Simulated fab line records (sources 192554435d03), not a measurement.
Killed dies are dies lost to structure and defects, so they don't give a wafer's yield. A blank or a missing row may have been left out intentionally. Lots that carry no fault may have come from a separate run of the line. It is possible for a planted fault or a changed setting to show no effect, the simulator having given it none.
A struck lot beside a sound one ; flow n5Finfet ; 38 steps out of a route of 1938
Sound: wafers L425.1, L425.3, L425.5. Struck: wafer L441.2. (L441.3, L441.6 of the same lot were not struck and are left out.) The cause comes at the end.
Per side, at each step with rows, come the tool, then ch with its chambers, and then its first start. Under that, the readings that differ: sound wafers ; struck wafers ; difference of the means ; sigmas: that difference in standard deviations of wafers without a fault.
alike: a reading whose means differ by less than 2 such deviations, as well as words and numbers matching on both sides. not compared: withheld readings; readings where some wafer has no value; bounds like >300 that might hide an equal value; numbers whose values overlap and for which the record gives no deviation.
A row with sigmas, a row that says differs or no value, or rows on one side alone: a step with any of these is where the two part. Numbers that don't overlap but have no deviation are shown without sigmas and don't part them. Lack of a reading on every wafer of one side parts them only where that side has two or more wafers.

first, 11 steps without rows for these wafers: N5_FIN_SAQP_STRIP_74 (strips in CHF3/O2); N5_FIN_SAQP_MANDREL_ETCH_22 (etches a-Si in HBr/Cl2, stops on SiNx, target depth 60 nm, bt time 10 s, time 30 s); N5_FIN_SAQP_STRIP_55 (strips in N2/H2); N5_FIN_SAQP_STRIP_23 (strips in SPM, time 750 s); N5_FIN_SAQP_SRD_66 (time 30 s); N5_FIN_SAQP_RECESS_75 (chemistry HF/NH3, target SiO2, target depth 14.4 nm, afs cycles 3, sublimation time 60 s); N5_FIN_SAQP_SPACER1_ALD_24 (deposits SiO2, target thk 20.3 nm, pulse time 1 s, purge time 2 s); N5_FIN_SAQP_SPACER1_ETCHBACK_25 (etches SiO2 in CHF3/O2, target depth 24.4 nm, time 12.2 s); N5_FIN_SAQP_MANDREL1_REMOVE_56 (chemistry HBr/Cl2/O2, target a-Si, stops on SiNx, bt time 10 s); N5_FIN_SAQP_ETCH_57 (etches SiNx in CH3F/O2, target depth 32.5 nm, time 46.4 s); N5_FIN_SAQP_ETCH_65 (etches SiO2 in CF4, target depth 4 nm, time 4.4 s).
N5_FIN_SAQP_MANDREL_ETCH_58: etches a-Si in HBr/Cl2, stops on SiNx, target depth 45 nm, bt time 10 s, time 27 s.
  sound on rieSi-06 ch 1,2, day 3 10:08; struck on rieSi-06 ch 2, day 7 05:47
reading;sound;struck;difference;sigmas
oesProductAu (a.u.);0.699 0.690 0.701;0.607;-0.090;-7
overEtchFrac;0.8 0.8 0.8;1.3514;+0.5514;
model.SiNx_of_FIN_SAQP_HM_DEP_03.thkNm (nm);37.3 38.12 39.03;34.4;-3.8;
  alike: drypumpMotorCurrentA, throttleValvePct
  not compared: rfHoursCounterH
then, 9 steps without rows for these wafers: N5_FIN_SAQP_RECESS_63 (chemistry HF/NH3, target SiO2, target depth 18 nm, afs cycles 3, sublimation time 60 s); N5_FIN_SAQP_COAT_68 (time 60 s, resist thk 100 nm); N5_FIN_SAQP_ETCH_69 (etches SOC in N2/H2, stops on SiNx, target depth 150 nm); N5_FIN_SAQP_ETCH_67 (etches SiNx in CH3F/O2, target depth 30 nm); N5_FIN_SAQP_STRIP_70 (strips in N2/H2); N5_FIN_SAQP_RECESS_71 (chemistry HF/NH3, target SiO2, target depth 3 nm, afs cycles 1, sublimation time 60 s); N5_FIN_SAQP_SPACER2_ALD_28 (deposits SiO2, target thk 8.1 nm, pulse time 1 s, purge time 2 s); N5_FIN_SAQP_SPACER2_ETCHBACK_29 (etches SiO2 in CHF3/O2, target depth 12.2 nm, time 6.1 s); N5_FIN_SAQP_MANDREL2_REMOVE_60 (chemistry HBr/Cl2/O2, target a-Si, stops on SiNx, bt time 10 s).
N5_FIN_SAQP_HM_OPEN_33: chemistry CH3F/O2, target SiNx, target depth 49.4 nm, time 70.6 s.
  sound on rieDiel-01 ch 1,3, day 3 12:35; struck on rieDiel-04 ch 3, day 7 07:22
reading;sound;struck;difference;sigmas
etchRfOnTimeS (s);67.4 68.1 70.3;62.8;-5.8;-3
model.etch.depthNm (nm);36.67 37.49 38.4;33.68;-3.84;
  alike: drypumpMotorCurrentA, oesProductAu, rfVppV, showerheadPlenumPTorr, throttleValvePct
  not compared: rfHoursCounterH
then, 14 steps without rows for these wafers: N5_FIN_SAQP_ETCH_34 (etches SiO2 in C4F6/O2, target depth 45 nm, time 15 s); N5_FIN_SAQP_STRIP_77 (strips in N2/H2, time 90 s); N5_FIN_SAQP_ETCH_64 (etches SiO2 in CF4, target depth 1.5 nm); N5_FIN_SAQP_FIN_ETCH_36 (etches the open film in HBr/Cl2/O2, target depth 120 nm, time 50.4 s); N5_FIN_SAQP_PRECLEAN_38 (cleans in O3/DIW, time 45 s); N5_FIN_SAQP_PRECLEAN_45 (cleans in dHF, time 10 s); N5_FIN_SAQP_SRD_39 (time 30 s); N5_FIN_CUT_COAT_18 (time 60 s, resist thk 230 nm); N5_FIN_CUT_COAT_19 (time 60 s, resist thk 20 nm); N5_FIN_CUT_COAT_29 (time 60 s, resist thk 10 nm); N5_FIN_CUT_COAT_02 (resist thk 30 nm); N5_FIN_CUT_EBR_04; N5_FIN_CUT_SOFTBAKE_03 (time 60 s); N5_FIN_CUT_EXPOSE_05 (exposes mask FIN CUT).
N5_STI_FIN_REVEAL_RECESS_09: chemistry HF/NH3, target SiO2, afs cycles 11, target depth 42.5 nm, sublimation time 60 s.
  sound on vaporEtch-02 ch 0, day 3 20:42; struck on vaporEtch-02 ch 1, day 7 15:32
reading;sound;struck;difference;sigmas
model.SiNx_of_FIN_SAQP_HM_DEP_03.thkNm (nm);18.2 18 18.8;14.2;-4.1;
  alike: drypumpMotorCurrentA
-- the record jumps here: 5 days lie between the struck wafers' starts before and after (it left off in module STI_FIN_REVEAL and takes up again in module BEOL_M4, whose first step shown is number 1111 of the route) --
N5_BEOL_M4_RC_MEAS_101:
  sound on prober-01 ch 0, day 9 03:13; struck on prober-02 ch 0, day 13 02:19
  alike: DIBL_N, DIBL_P, IOFF_N, IOFF_P, ION_N, ION_P, SS_N, SS_P, VT_N, VT_P

WHERE THEY PART
First at N5_FIN_SAQP_MANDREL_ETCH_58; last, within this record, at N5_FIN_SAQP_HM_OPEN_33. Later steps at which nothing parts them and some readings are alike: N5_STI_FIN_REVEAL_RECESS_09, N5_BEOL_M4_RC_MEAS_101.

WHY: whatever the simulator had introduced
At N5_FIN_SAQP_MANDREL_ETCH_58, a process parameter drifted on rieSi-06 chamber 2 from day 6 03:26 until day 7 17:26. Setting overEtchFrac shifted by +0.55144 from 0.8. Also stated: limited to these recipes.
